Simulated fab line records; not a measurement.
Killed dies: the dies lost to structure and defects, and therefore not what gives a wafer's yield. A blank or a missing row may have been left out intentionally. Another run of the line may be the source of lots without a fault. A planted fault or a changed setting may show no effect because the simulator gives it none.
What tool caused it?	flow nand harc	Sampling: 13 lots, 39 wafers, 6 of 1302 route steps

== WHAT EACH GAUGE READ, for each wafer ==
NHARC_P_START_INSPECT_01.
lot	measured	on	raw defect count
L208	day 1 20:02	defect inspect-01	4 6 3
L209	day 2 06:02	defect inspect-01	4 4 1
L211	day 3 02:02	defect inspect-02	5 1 1
L212	day 3 12:02	defect inspect-01	4 4 6
L213	day 3 22:02	defect inspect-01	2 2 2
L214	day 4 08:03	defect inspect-01	4 3 3
L216	day 5 04:02	defect inspect-01	1 1 3
L217	day 5 14:02	defect inspect-01	3 5 0
L220	day 6 20:02	defect inspect-01	5 4 4
L226	day 9 08:02	defect inspect-02	4 3 5
L228	day 10 04:02	defect inspect-02	1 0 3
L229	day 10 14:02	defect inspect-02	2 5 5
L231	day 11 10:03	defect inspect-01	6 4 3

NHARC_P_ZERO_WELL_CD_MEAS_24 targets a cd of 720 nm.
lot	measured	on	cd nm (nm)
L208	day 1 22:34	cd sem-02	721.4 720.5 720.0
L209	day 2 09:38	cd sem-03	723.3 720.5 721.5
L211	day 3 04:23	cd sem-03	723.2 721.6 721.4
L212	day 3 14:43	cd sem-03	719.1 717.8 718.6
L213	day 4 00:35	cd sem-01	723.5 724.3 723.1
L214	day 4 10:29	cd sem-02	716.9 719.6 719.5
L216	day 5 06:46	cd sem-02	667.8 669.1 669.9
L217	day 5 16:28	cd sem-02	720.3 721.3 722.6
L220	day 6 22:56	cd sem-03	719.3 720.0 719.9
L226	day 9 10:37	cd sem-01	719.7 718.3 718.9
L228	day 10 06:28	cd sem-02	720.4 718.6 720.6
L229	day 10 16:37	cd sem-03	719.6 721.0 718.5
L231	day 11 12:35	cd sem-03	720.9 716.7 721.8

NHARC_P_STI_CD_MEAS_09 targets a cd of 200 nm.
lot	measured	on	cd nm (nm)
L208	day 2 22:10	cd sem-03	199.3 199.6 197.4
L209	day 3 12:54	cd sem-02	204.0 200.4 203.2
L211	day 3 23:44	cd sem-02	200.1 199.6 195.9
L212	day 4 10:10	cd sem-02	207.5 204.4 205.4
L213	day 4 20:39	cd sem-01	200.7 202.5 197.9
L214	day 5 06:03	cd sem-02	202.5 202.7 201.7
L216	day 6 03:50	cd sem-03	199.7 200.4 198.5
L217	day 6 15:42	cd sem-02	201.8 197.0 196.8
L220	day 7 19:05	cd sem-03	198.8 200.4 200.2
L226	day 10 10:51	cd sem-02	202.9 199.4 199.9
L228	day 11 02:59	cd sem-02	197.5 196.9 199.1
L229	day 11 12:12	cd sem-01	197.8 199.8 197.2
L231	day 12 09:22	cd sem-03	197.9 201.4 200.5

NHARC_P_STI_CD_MEAS_16.
lot	measured	on	cd nm (nm)
L208	day 2 22:52	cd sem-03	198.0 198.8 198.1
L209	day 3 13:35	cd sem-01	204.7 198.9 202.6
L211	day 4 00:26	cd sem-03	199.3 199.5 195.5
L212	day 4 10:52	cd sem-01	208.6 204.7 204.2
L213	day 4 21:20	cd sem-02	200.3 200.9 197.3
L214	day 5 06:44	cd sem-03	201.9 199.7 199.3
L216	day 6 04:32	cd sem-02	197.8 198.9 196.2
L217	day 6 16:23	cd sem-01	201.6 197.1 195.5
L220	day 7 19:47	cd sem-01	198.1 200.2 199.4
L226	day 10 11:33	cd sem-01	200.2 198.6 197.3
L228	day 11 03:41	cd sem-01	198.3 196.3 197.1
L229	day 11 12:54	cd sem-03	198.3 199.3 197.4
L231	day 12 10:06	cd sem-03	197.8 200.0 201.0

NHARC_END_SORT_01.
lot	measured	on	killed at array	killed at other	killed at periphery	killed dies	killed open	killed short
L216	day 28 05:41	prober-01	32	1	5	38	3	1

== TOOL THAT RAN EACH LOT (tool first, then ch and the chambers of the sampled wafers, then the start) ==
lot	NHARC_P_ZERO_WELL_EXPOSE_21
L208	krf scanner-04 ch 0, day 1 22:25
L209	krf scanner-01 ch 0, day 2 09:29
L211	krf scanner-04 ch 0, day 3 04:14
L212	krf scanner-02 ch 0, day 3 14:34
L213	krf scanner-04 ch 0, day 4 00:26
L214	krf scanner-02 ch 0, day 4 10:19
L216	krf scanner-04 ch 0, day 5 06:36
L217	krf scanner-04 ch 0, day 5 16:19
L220	krf scanner-04 ch 0, day 6 22:47
L226	krf scanner-01 ch 0, day 9 10:27
L228	krf scanner-02 ch 0, day 10 06:19
L229	krf scanner-04 ch 0, day 10 16:28
L231	krf scanner-04 ch 0, day 11 12:26
- NHARC_P_ZERO_WELL_EXPOSE_21: exposes mask P NWELL, target cd 720 nm.

== WHAT THE TOOLS THEMSELVES READ (means of the sampled wafers that have a number; where no wafer has one, the mark that the record gives instead) ==
The record holds no such reading with a usual standard deviation.

== THE ANSWER, worked out from the rows above alone ==
Rule: the lots themselves supply what counts as usual. Put in order of their means at a reading, lots are off if they are a third of the lots or fewer, leave a main group of 4 or more, and stand apart from it by a gap of 3 or more times the standard deviation of the main group's means; of several such gaps the widest counts. The tables above print the reading to a certain number of digits; a main group whose means all agree to those digits is not used. Also off: a lot with no number at a reading for which 4 or more lots have one. All remaining lots with rows at the step are treated as sound. After the gauges, taken in route order, come the tools' own readings; for these a lot's mean is taken, as printed above. At the first step where some lot is off, the reading lying furthest off is the one used; lots without a number count as furthest.
Off at NHARC_P_ZERO_WELL_CD_MEAS_24 (cd nm): L216. The main group has a mean of 720.4 nm with a standard deviation of 1.5.
A tool fits if, at a process step before that reading, it ran every lot that is off, and no sound lot after the first of them. The gauges at NHARC_P_ZERO_WELL_CD_MEAS_24 are tried like those tools. Of those tried, none fits.

== WHAT THE SIMULATOR HAD INSERTED ==
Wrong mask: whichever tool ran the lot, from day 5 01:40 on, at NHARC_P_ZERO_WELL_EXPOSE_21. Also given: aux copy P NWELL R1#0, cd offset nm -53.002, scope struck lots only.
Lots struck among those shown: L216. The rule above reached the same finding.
